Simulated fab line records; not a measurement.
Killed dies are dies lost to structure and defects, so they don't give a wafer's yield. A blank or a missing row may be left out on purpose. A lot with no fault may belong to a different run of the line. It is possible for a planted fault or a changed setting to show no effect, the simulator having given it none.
What tool caused it?	flow n5_finfet	at 1 step of a route of 1938, 6 lots with 15 wafers sampled

== WHAT THE GAUGES READ, wafer by wafer ==
N5_BEOL_M15_THK_MEAS_01.
lot	measured	on	M15_ILD_THK (nm)
L163	day 12 00:28	film_metro-01	1621 1618
L166	day 12 13:59	film_metro-02	1634 1605 1613
L169	day 13 16:22	film_metro-01	1654 1631
L171	day 14 00:08	film_metro-01	1670 1658
L172	day 14 12:27	film_metro-01	1632 1596 1660
L181	day 16 12:22	film_metro-01	1626 1613 1648

== TOOL THAT RAN EACH LOT (tool first, then ch and the chambers of the sampled wafers, then the start) ==
The record shows no process step preceding these readings.

== THE ANSWER, worked out from the rows above alone ==
Rule: usual is defined by the lots themselves. The widest of any qualifying gaps counts: lots, ordered by their means at a reading, are off when they make up no more than a third of the lots, leave a main group of 4 or more, and stand apart from it by 3 or more times the standard deviation of that group's means. Not used: any main group whose means are identical at the precision the tables above print for the reading. A lot without any number at a reading at which 4 lots or more have one is off too. Any other lot the step has rows for is counted as sound.
No lot is off on any of the readings shown, so nothing can be concluded from this.

== WHAT THE SIMULATOR HAD INSERTED ==
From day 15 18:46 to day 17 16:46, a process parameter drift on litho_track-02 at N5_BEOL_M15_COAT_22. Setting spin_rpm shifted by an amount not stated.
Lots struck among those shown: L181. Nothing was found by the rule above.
